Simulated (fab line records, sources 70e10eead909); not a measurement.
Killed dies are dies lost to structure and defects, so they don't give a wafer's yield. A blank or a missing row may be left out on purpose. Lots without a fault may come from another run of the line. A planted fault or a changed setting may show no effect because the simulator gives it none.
fab line records | flow nand_harc
record lots=6 wafers=18 last_day=25
route steps=1159 shown A_CONTACT@910 END@1159
lots that met no fault: from a run of the same line without faults
start_h: hours from the record's first day to the start of the lot's first wafer shown | wait_h: hours since the lot's step before | " the same as in the row above | L1.1+2: a row that stands for several wafers | - no value, or no start given | * or withheld: withheld | < > ~ a bound
route shown NAME@n: a module of which the file shows steps, and the number in the route of the first | usual: mean/standard deviation of fault-free wafers | same: alike in all rows | chamber/n: place in a boat | sites: the reading at each site | _std_site: their standard deviation | _edge_site: outer sites' mean less inner sites' | radius_mm: how far each site lies from the wafer's centre | mask NAME#n: copy n | behind: the tool/chamber that last shaped the wafer | hold: why the lot was held/for how many hours/how that ended | device: the transistor (n, p or np) that didn't switch | end of line: the same wafers' tests at the end of the route | a step without rows: its recipe alone | killed: dies lost to structure and defects at the first sort, not the wafer's yield | map: a wafer's dies, x killed, . not, _ none there
set.NAME: the setting as run; set.NAME@STEP: as run at that earlier step | model.NAME: the simulator's own value behind a step, which no gauge read
lots at some steps of the route; a table a step, a row a wafer
services: from which hour (start_h, from the record's first day; less than 0 if before it) a tool's chamber was out of use, for how many hours, and why
## steps
# step NHARC_A_CONTACT_ETCH_130
# recipe source_w=withheld pressure_mtorr=20 bias_v=1200 time_s=155 target_depth_a=9560 ar_flow_sccm=withheld c4f8_flow_sccm=withheld o2_flow_sccm=withheld chemistry=C4F8/O2/Ar
# columns lot.wafer tool chamber start_h wait_h rf_hours_counter_h
L614.4 har_cap_etch-03 1 435.09 0.1 -
L614.3 " 0 " " -
L614.5 " 0 " " -
L613.4 har_cap_etch-01 1 436.84 0.1 -
L613.5 " 0 " " -
L613.6 " 1 " " -
L616.2 har_cap_etch-01 1 450.21 0.1 70
L616.1 " 0 " " 70
L616.6 " 0 " " -
L615.2 har_cap_etch-03 0 462.54 0.1 99
L615.4 " 1 " " -
L615.5 " 0 " " -
L623.1 har_cap_etch-01 1 509.67 0.1 79
L623.6 " 1 " " -
L623.5 " 0 " " -
L626.1 har_cap_etch-02 0 523.91 0.1 38
L626.2 " 1 " " 38
L626.5 " 1 " " -
# step NHARC_A_CONTACT_ETCH_131
# recipe source_w=withheld pressure_mtorr=20 bias_v=1200 time_s=155 target_depth_a=9560 ar_flow_sccm=withheld c4f8_flow_sccm=withheld o2_flow_sccm=withheld chemistry=C4F8/O2/Ar
# step NHARC_A_CONTACT_ETCH_132
# recipe source_w=withheld pressure_mtorr=20 bias_v=1200 time_s=156 target_depth_a=9580 ar_flow_sccm=withheld c4f8_flow_sccm=withheld o2_flow_sccm=withheld chemistry=C4F8/O2/Ar
# columns lot.wafer tool chamber start_h wait_h rf_hours_counter_h
L614.4 har_cap_etch-03 1 435.37 0.1 -
L614.3 " 0 " " -
L614.5 " 0 " " -
L613.4 har_cap_etch-01 1 437.13 0.1 -
L613.5 " 0 " " -
L613.6 " 1 " " -
L616.2 har_cap_etch-01 1 450.49 0.1 70
L616.1 " 0 " " 70
L616.6 " 0 " " -
L615.2 har_cap_etch-03 0 462.83 0.1 99
L615.4 " 1 " " -
L615.5 " 0 " " -
L623.1 har_cap_etch-01 1 509.95 0.1 79
L623.6 " 1 " " -
L623.5 " 0 " " -
L626.1 har_cap_etch-02 0 524.19 0.1 38
L626.2 " 1 " " 38
L626.5 " 1 " " -
# step NHARC_A_CONTACT_ETCH_133
# recipe source_w=withheld pressure_mtorr=20 bias_v=400 time_s=195 target_depth_a=8400 ar_flow_sccm=withheld c4f8_flow_sccm=11.5 o2_flow_sccm=7.2 chemistry=C4F8/O2/Ar
# columns lot.wafer tool chamber start_h wait_h rf_hours_counter_h
L614.4 har_cap_etch-03 1 435.56 0.2 -
L614.3 " 0 " " -
L614.5 " 0 " " -
L613.4 har_cap_etch-01 1 437.34 0.2 -
L613.5 " 0 " " -
L613.6 " 1 " " -
L616.2 har_cap_etch-01 1 450.64 0.1 70
L616.1 " 0 " " 70
L616.6 " 0 " " -
L615.2 har_cap_etch-03 0 462.99 0.1 100
L615.4 " 1 " " -
L615.5 " 0 " " -
L623.1 har_cap_etch-01 1 510.09 0.1 79
L623.6 " 1 " " -
L623.5 " 0 " " -
L626.1 har_cap_etch-02 0 524.33 0.1 39
L626.2 " 1 " " 39
L626.5 " 1 " " -
# step NHARC_A_CONTACT_ETCH_91
# recipe target_depth_a=400 over_etch_frac=0.5 time_s=85.7 ion_energy_ev=120 ch3f_flow_sccm=50 o2_flow_sccm=30 ar_flow_sccm=200 rf_w=500 bias_w=100 chemistry=CH3F/O2
# step NHARC_A_CONTACT_ETCH_97
# recipe target_depth_a=200 over_etch_frac=0.5 time_s=10 ion_energy_ev=250 c4f6_flow_sccm=25 o2_flow_sccm=20 ar_flow_sccm=500 rf_w=600 bias_w=500 chemistry=C4F6/O2
# usual drypump_motor_current_A=5.7/0.33 oes_product_au=0.957/0.027 rf_vpp_V=547/3.1 showerhead_plenum_p_Torr=3.92/0.15 throttle_valve_pct=26.903/0.0086
# columns lot.wafer tool chamber start_h wait_h drypump_motor_current_A oes_product_au rf_hours_counter_h rf_vpp_V showerhead_plenum_p_Torr throttle_valve_pct
L614.3 rie_diel-12 1 - - 5.5 0.938 8 542 3.73 26.905
L614.4 " 2 " " 5.7 0.943 8 544 3.82 26.909
L614.5 " 1 " " 5.5 0.929 - 542 3.73 26.902
L613.4 rie_diel-12 3 - - 6.0 0.953 9 548 3.99 26.909
L613.6 " 3 " " 6.0 0.957 - 548 3.99 26.911
L613.5 " 0 " " 5.3 0.963 - 548 4.03 26.889
L616.1 rie_diel-12 0 - - 5.3 0.942 12 550 4.03 26.904
L616.2 " 1 " " 5.5 0.920 11 543 3.73 26.901
L616.6 " 1 " " 5.5 0.924 - 542 3.73 26.907
L615.2 rie_diel-12 2 - - 5.8 0.941 13 545 3.81 26.897
L615.4 " 3 " " 6.0 0.933 14 550 3.98 26.898
L615.5 " 1 " " 5.5 0.921 - 543 3.73 26.908
L623.1 rie_diel-13 3 - - 5.0 0.937 18 542 3.67 26.902
L623.6 " 3 " " 4.9 0.944 - 541 3.67 26.905
L623.5 " 0 " " 5.3 0.936 - 551 4.18 26.908
L626.2 rie_diel-10 1 - - 6.3 0.957 66 553 4.18 26.904
L626.1 " 2 " " 5.6 0.975 65 544 3.76 26.895
L626.5 " 0 " " 6.3 0.957 - 549 4.08 26.906
# step NHARC_A_CONTACT_CD_MEAS_80
# usual cd_nm=189.6/0.89
# columns lot.wafer tool chamber start_h wait_h cd_nm
L614.3 cd_sem-03 - 436.25 - 187.6
L614.4 " - " " 189.6
L614.5 " - " " 188.5
L613.4 cd_sem-01 - 437.99 - 189.3
L613.5 " - " " 189.8
L613.6 " - " " 189.2
L616.1 cd_sem-01 - 451.43 - 189.5
L616.2 " - " " 189.0
L616.6 " - " " 189.6
L615.2 cd_sem-01 - 463.74 - 191.3
L615.4 " - " " 191.1
L615.5 " - " " 190.5
L623.1 cd_sem-03 - 511.33 - 188.4
L623.5 " - " " 188.5
L623.6 " - " " 188.3
L626.1 cd_sem-01 - 525.12 - 188.3
L626.2 " - " " 188.6
L626.5 " - " " 189.2
# step NHARC_A_CONTACT_STRIP_103
# recipe n2_flow_sccm=150 h2_flow_sccm=150 ar_flow_sccm=0 bias_w=0 chemistry=N2/H2
# step NHARC_A_CONTACT_STRIP_104
# recipe cf4_flow_sccm=100 chf3_flow_sccm=30 ar_flow_sccm=0 bias_w=0 chemistry=CF4/CHF3
# step NHARC_A_CONTACT_STRIP_105
# recipe o2_flow_sccm=400 cos_flow_sccm=20 ar_flow_sccm=0 bias_w=0 chemistry=O2/COS
# step NHARC_A_CONTACT_ETCH_106
# recipe target_depth_a=600 overetch_a=60 time_s=33 ion_energy_ev=100 cf4_flow_sccm=80 o2_flow_sccm=20 ar_flow_sccm=0 rf_w=300 bias_w=100 chemistry=CF4/O2
# usual drypump_motor_current_A=5.7/0.37 oes_product_au=0.998/0.015 rf_vpp_V=197.8/1.5 showerhead_plenum_p_Torr=1.34/0.06 throttle_valve_pct=13.398/0.01
# columns lot.wafer tool chamber start_h wait_h drypump_motor_current_A oes_product_au rf_hours_counter_h rf_vpp_V showerhead_plenum_p_Torr throttle_valve_pct
L614.4 rie_diel-12 1 436.55 0.1 5.5 0.984 8 196.8 1.27 13.417
L614.3 " 2 " " 5.7 1.006 8 196.5 1.30 13.403
L614.5 " 0 " " 5.3 1.000 - 198.8 1.37 13.377
L613.4 rie_diel-12 3 438.68 0.3 6.0 0.983 9 198.7 1.36 13.381
L613.5 " 0 " " 5.3 1.009 - 197.0 1.37 13.402
L613.6 " 1 " " 5.5 0.991 - 196.0 1.27 13.405
L616.1 rie_diel-12 1 451.72 0.1 5.4 0.969 11 196.6 1.27 13.412
L616.2 " 2 " " 5.7 0.997 10 196.5 1.30 13.391
L616.6 " 0 " " 5.3 0.992 - 197.8 1.37 13.385
L615.2 rie_diel-10 1 464.03 0.1 6.3 1.018 42 198.6 1.44 13.401
L615.4 " 0 " " 6.3 1.006 41 199.7 1.40 13.394
L615.5 " 2 " " 5.6 1.006 - 195.3 1.28 13.403
L623.1 rie_diel-13 2 511.65 0.1 5.4 0.992 17 197.6 1.38 13.421
L623.5 " 0 " " 5.2 0.999 - 199.8 1.43 13.418
L623.6 " 1 " " 5.5 1.000 - 195.2 1.28 13.401
L626.1 rie_diel-10 2 525.42 0.1 5.6 1.004 65 196.6 1.27 13.396
L626.2 " 3 " " 6.0 1.019 59 197.9 1.35 13.380
L626.5 " 0 " " 6.3 0.997 - 199.3 1.39 13.396
# step NHARC_A_CONTACT_STRIP_82
# recipe o2_flow_sccm=500 ar_flow_sccm=0 bias_w=0 chemistry=O2
# step NHARC_A_CONTACT_STRIP_83
# recipe time_s=600 temp_c=30 chemistry=post_etch_residue_remover
# usual bath_heat_duty_pct=13.1/1.6 run_length_s=603.2/1.1
# columns lot.wafer tool chamber start_h wait_h bath_heat_duty_pct run_length_s
L614.4 wet_bench-03 5 436.93 - - -
L614.5 " 0 " " - -
L614.3 " 1 " " - -
L613.4 wet_bench-03 2 439.06 - - -
L613.6 " 4 " " - -
L613.5 " 5 " " - -
L616.6 wet_bench-01 4 452.10 - 12.6 603.0
L616.2 " 0 " " 11.5 602.8
L616.1 " 1 " " 15.9 602.5
L615.2 wet_bench-03 3 464.42 - 11.1 602.1
L615.5 " 4 " " 13.3 602.6
L615.4 " 5 " " 11.2 601.4
L623.5 wet_bench-01 3 512.09 - 14.4 602.0
L623.6 " 6 " " 12.8 602.1
L623.1 " 0 " " 12.6 602.7
L626.5 wet_bench-02 4 525.80 - 12.0 605.3
L626.1 " 5 " " 13.1 603.3
L626.2 " 1 " " 12.9 604.4
# step NHARC_A_CONTACT_DEP_84
# recipe target_thk_a=20000 temp_c=400 material=aC
# step NHARC_END_SORT_01
# recipe temp_c=25
# usual killed_at_array=27/10 killed_at_other=0.6/0.83 killed_at_periphery=2.4/1.8 killed_dies=30/10 killed_open=3.3/1.7 killed_short=1.8/1.4
# same gross_dies=677
# columns lot.wafer tool chamber start_h wait_h killed_at_array killed_at_other killed_at_periphery killed_dies killed_open killed_short
L613.4 prober-02 0 503.71 3.4 29 0 1 30 0 1
L613.5 prober-02 0 504.52 3.7 27 1 4 32 8 1
L613.6 prober-02 0 505.32 4.0 24 0 1 25 3 0
L615.2 prober-01 0 530.70 2.8 39 0 2 41 3 3
L615.4 prober-01 0 532.27 3.4 42 0 1 43 1 1
L615.5 prober-01 0 533.06 3.6 42 0 1 43 4 4
# killed by level:class
L613.4 A_CHANNEL_HOLE_D1:chamber_film_flake=15 A_CONTACT:chamber_film_flake=6 A_STAIRCASE:chamber_film_flake=4 A_WL_FILL:chamber_film_flake=4 P_GATE:geometric_particle:short=1
L613.5 A_CHANNEL_HOLE_D1:chamber_film_flake=18 P_M0:geometric_particle:open=2 A_CONTACT:geometric_particle:open=2 A_CONTACT:chamber_film_flake=2 P_CONTACT:geometric_particle:open=1 P_M1:geometric_particle:open=1 A_CHANNEL_FILL_D1:geometric_particle:open=1 A_CHANNEL_FILL_D1:geometric_particle:short=1
L613.6 A_CHANNEL_HOLE_D1:chamber_film_flake=13 A_CONTACT:chamber_film_flake=5 A_WL_FILL:chamber_film_flake=2 P_M0:geometric_particle:open=1 A_ONON_D1:geometric_particle:open=1 A_WL_FILL:geometric_particle:open=1 A_ZERO_WELL:chamber_film_flake=1 A_STAIRCASE:chamber_film_flake=1
L615.2 A_CHANNEL_HOLE_D1:chamber_film_flake=17 A_SLIT:chamber_film_flake=11 A_CONTACT:chamber_film_flake=4 P_ZERO_WELL:geometric_particle:short=1 A_CHANNEL_FILL_D1:geometric_particle:open=1 A_STAIRCASE:geometric_particle:short=1 A_SGD_CUT:geometric_particle:short=1 A_M0:geometric_particle:open=1
L615.4 A_CHANNEL_HOLE_D1:chamber_film_flake=16 A_SLIT:chamber_film_flake=10 A_CONTACT:chamber_film_flake=8 A_STAIRCASE:chamber_film_flake=6 P_M0:geometric_particle:open=1 A_BLC:geometric_particle:short=1 A_M1:chamber_film_flake=1
L615.5 A_CHANNEL_HOLE_D1:chamber_film_flake=17 A_SLIT:chamber_film_flake=13 A_M0:geometric_particle:open=2 A_CONTACT:chamber_film_flake=2 A_SOURCE_PLATE:geometric_particle:open=1 A_ONON_D1:geometric_particle:short=1 A_CHANNEL_FILL_D1:geometric_particle:short=1 A_SGD_CUT:geometric_particle:short=1
## services
# columns tool chamber start_h hours kind
rie_diel-12 0 412.90 - clean
rie_diel-12 1 412.90 - clean
rie_diel-12 2 412.90 - clean
rie_diel-12 3 412.90 - clean
rie_diel-13 2 413.52 13.1 repair
rie_diel-13 3 421.53 9.9 repair
rie_diel-12 0 437.40 - clean
rie_diel-12 1 437.40 - clean
rie_diel-12 2 437.40 - clean
rie_diel-12 3 437.40 - clean
rie_diel-13 - 453.15 9.0 pm
rie_diel-12 0 461.90 - clean
rie_diel-12 1 461.90 - clean
rie_diel-12 2 461.90 - clean
rie_diel-12 3 461.90 - clean
rie_diel-10 - 483.08 4.7 repair
rie_diel-12 0 486.40 - clean
rie_diel-12 1 486.40 - clean
rie_diel-12 2 486.40 - clean
rie_diel-13 2 494.71 3.3 repair
wet_bench-03 - 498.41 8.0 pm
rie_diel-13 1 499.40 5.5 repair
rie_diel-12 2 512.50 2.9 repair
rie_diel-13 - 519.22 0.5 repair
## key
first_sign step=NHARC_A_CONTACT_STRIP_83 reading=tool_record direction=missing
effect none on later readings
met_at NHARC_A_CONTACT_STRIP_83
struck_wafers L613.4,L613.5,L613.6,L614.3,L614.4,L614.5
tester_left_out L613,L614
fault kind=skipped_step_whole tool=wet_bench-03 chamber=- onset_h=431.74 steps=NHARC_A_CONTACT_STRIP_83 scope=struck_lots_only
# tester_left_out: of these lots the tester's yield and bins aren't shown, on N5 and GAA mostly nor the transistor test; their killed dies are dies lost to structure and defects alone, not to doping, threshold or leakage, so they don't give the yield
